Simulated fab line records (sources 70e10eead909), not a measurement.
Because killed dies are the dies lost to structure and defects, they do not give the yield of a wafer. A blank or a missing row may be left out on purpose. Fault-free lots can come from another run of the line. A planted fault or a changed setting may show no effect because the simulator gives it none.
A struck lot beside a sound one | flow nandHarc | 35 out of 1159 route steps
Sound: these wafers, L656.1, L656.4, L656.5. Struck: wafers L666.4, L666.5 (left out: L666.1, a lot-mate that was not struck); the cause follows at the end.
For every step that has rows: the tool of each side, followed by ch and its chambers, followed by its first start. Under that, the readings that differ: sound wafers | struck wafers | difference of the means | sigmas: that difference in standard deviations of wafers without a fault.
alike: readings with means less than 2 such deviations apart, plus words and numbers identical on both sides. not compared: withheld readings, readings lacking a value on some wafer, bounds such as >300 that could conceal the same value, and numbers that have no deviation in the record and whose values overlap.
A row with sigmas, a row that says differs or no value, or rows on one side alone: a step with any of these is where the two part. Numbers that don't overlap but have no deviation are shown without sigmas and don't part them. A reading missing from all wafers of one side parts the sides only when that side holds two or more wafers.

first, 9 steps without rows for these wafers: NHARC_P_M2_PVD_20 (deposits TaN, target thk 5 nm, time 8.06 s); NHARC_P_M2_PVD_21 (deposits Cu, target thk 30 nm, time 20.49 s); NHARC_P_M2_ECD_22 (material Cu, target thk 400 nm); NHARC_P_M2_ANNEAL_31 (time 90 s); NHARC_P_M2_CMP_23 (polishes, t overpolish 20 s, target thk 144.3 nm); NHARC_P_M2_SRD_25; NHARC_P_M2_PRE_CLEAN_32 (time 12 s); NHARC_P_M2_DEP_33 (deposits SiCN, target thk 30 nm); NHARC_P_BONDPAD_DEP_00 (deposits SiCN, target thk 250 nm).
NHARC_P_BONDPAD_CMP_32: polishes SiCN, target thk 200 nm.
  sound on cmp-02 ch 0,2, day 8 03:44; struck on cmp-02 ch 1, day 10 18:49
  alike: motorCurrentA
then, 24 steps without rows for these wafers: NHARC_P_BONDPAD_SRD_34; NHARC_P_BONDPAD_DEHYDRATE_01 (time 120 s); NHARC_P_BONDPAD_HMDS_02 (time 30 s); NHARC_P_BONDPAD_COAT_36 (time 65 s); NHARC_P_BONDPAD_COAT_03 (resist thk 600 nm); NHARC_P_BONDPAD_SOFTBAKE_04 (time 70 s); NHARC_P_BONDPAD_EBR_05; NHARC_P_BONDPAD_EXPOSE_06 (exposes mask P BPAD); NHARC_P_BONDPAD_PEB_07 (peb time 80 s); NHARC_P_BONDPAD_DEVELOP_08 (time 50 s); NHARC_P_BONDPAD_HARDBAKE_10 (time 65 s); NHARC_P_BONDPAD_DESCUM_11 (chemistry O2, time 3 s); NHARC_P_BONDPAD_ETCH_37 (etches the open film in N2/H2, target depth 60 nm, overetch 18 nm, time 65.91 s); NHARC_P_BONDPAD_ETCH_12 (etches the open film in CHF3/O2, target depth 200 nm, time 100 s); NHARC_P_BONDPAD_STRIP_15 (strips in O2); NHARC_P_BONDPAD_ETCH_24 (etches the open film in CF4/N2, target depth 30 nm, time 72.99 s); NHARC_P_BONDPAD_STRIP_16 (strips in post etch residue remover, time 600 s); NHARC_P_BONDPAD_DEGAS_25 (time 60 s); NHARC_P_BONDPAD_PRE_CLEAN_26 (time 30 s); NHARC_P_BONDPAD_PVD_17 (deposits TaN, target thk 5 nm, time 8.06 s); NHARC_P_BONDPAD_PVD_27 (deposits Cu, target thk 30 nm, time 20.49 s); NHARC_P_BONDPAD_ECD_18 (material Cu, target thk 400 nm); NHARC_P_BONDPAD_ANNEAL_28 (time 90 s); NHARC_P_BONDPAD_CMP_19 (polishes, t overpolish 30 s, cu recess touch 16 s, target thk 160.81 nm).
-- record jumps: 13 days between struck wafers' starts before vs after; left off in module P_BONDPAD, resumes in module END, first step shown is number 1159 of the route --
NHARC_END_SORT_01:
  sound on prober-02 ch 0, day 21 05:01; struck on prober-01 ch 0, day 24 01:29
reading                | sound          | struck    | difference | sigmas
defectLimitedYield (%) | 93.9 92.2 94.8 | 58.5 54.1 | -37.3      | -29
killedAtArray          | 37 48 30       | 21 17     | -19        | -2
killedAtPeriphery      | 4 5 4          | 260 294   | +273       | +99 or more
killedDies             | 41 53 35       | 281 311   | +253       | +28
sort_bin_2_pct (%)     | 1.9 2.7 1.3    | 16.0 17.0 | +14.5      | +27
sort_bin_3_pct (%)     | 0.15 0.44 0.30 | 3.55 2.51 | +2.73      | +16
sort_bin_4_pct (%)     | 4.0 4.7 3.5    | 22.0 26.4 | +20.1      | +22
sortNPass              | 636 624 642    | 396 366   | -253       | -28
sortRimYieldPct (%)    | 92.5 95.3 94.3 | 51.9 51.9 | -42.1      | -15
sortYieldPct (%)       | 93.9 92.2 94.8 | 58.5 54.1 | -37.3      | -29
  alike: killedAtOther, killedOpen, killedShort

## WHERE THEY PART
At NHARC_END_SORT_01 and nowhere else, as far as this record goes.

WHY: the cause the simulator had injected
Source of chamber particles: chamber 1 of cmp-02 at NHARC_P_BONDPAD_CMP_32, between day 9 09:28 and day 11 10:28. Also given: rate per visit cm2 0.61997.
